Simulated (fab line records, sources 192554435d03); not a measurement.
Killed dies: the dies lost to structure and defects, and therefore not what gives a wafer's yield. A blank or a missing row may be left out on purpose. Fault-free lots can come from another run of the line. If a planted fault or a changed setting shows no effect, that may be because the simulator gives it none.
Matching of chambers	flow n5_finfet	4 sister chambers for N5_MIM_TOP_ALD_00 on ald_hk-02
The step deposits Al2O3, purge time 3 s, co reactant pulse time 3 s. 8 wafers are shown with their chamber, then 9 later ones without.

EACH WAFER AND ITS CHAMBER
wafer	chamber	precursor_pulse_height_rel
L075.5	0	1.004
L082.5	1	0.963
L085.2	2	1.000
L085.3	3	0.989
L085.4	0	0.990
L088.2	2	0.985
L088.3	3	1.006
L088.5	1	1.011

WAFERS MISSING THEIR CHAMBER
wafer	precursor_pulse_height_rel
L090.1	0.968
L090.5	0.984
L090.6	0.998
L093.3	0.980
L093.5	1.022
L093.6	1.010
L097.1	0.987
L097.2	0.997
L097.6	0.994

CHAMBER TAKEN BY EACH
wafer	from the rows above	in truth
L090.1	can't be placed: 1 or 2 or 0 or 3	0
L090.5	can't be placed: 1 or 2 or 0 or 3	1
L090.6	can't be placed: 3 or 0 or 2 or 1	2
L093.3	can't be placed: 1 or 2 or 0 or 3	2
L093.5	can't be placed: 3 or 0 or 2 or 1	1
L093.6	can't be placed: 3 or 0 or 2 or 1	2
L097.1	can't be placed: 1 or 2 or 0 or 3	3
L097.2	can't be placed: 0 or 3 or 2 or 1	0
L097.6	can't be placed: 2 or 0 or 3 or 1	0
Correct placement for 0 of the 9. Cannot be placed on the basis of these rows: 9; the candidates contain the true chamber in 9. Number placed wrongly: 0.
How it was worked out, from the rows above alone: a wafer's distance from a chamber is the root of the sum, over the readings, of the square of ((its reading less the chamber's mean) divided by the reading's scatter). If the next closest chamber is less than 2 further off than the closest, the wafer can't be placed; otherwise it belongs to the closest. Each chamber's mean is taken over the wafers shown for it. The scatter: the root of (the sum of the squares of (reading less its chamber's mean) over the shown wafers, divided by (wafers less chambers)).
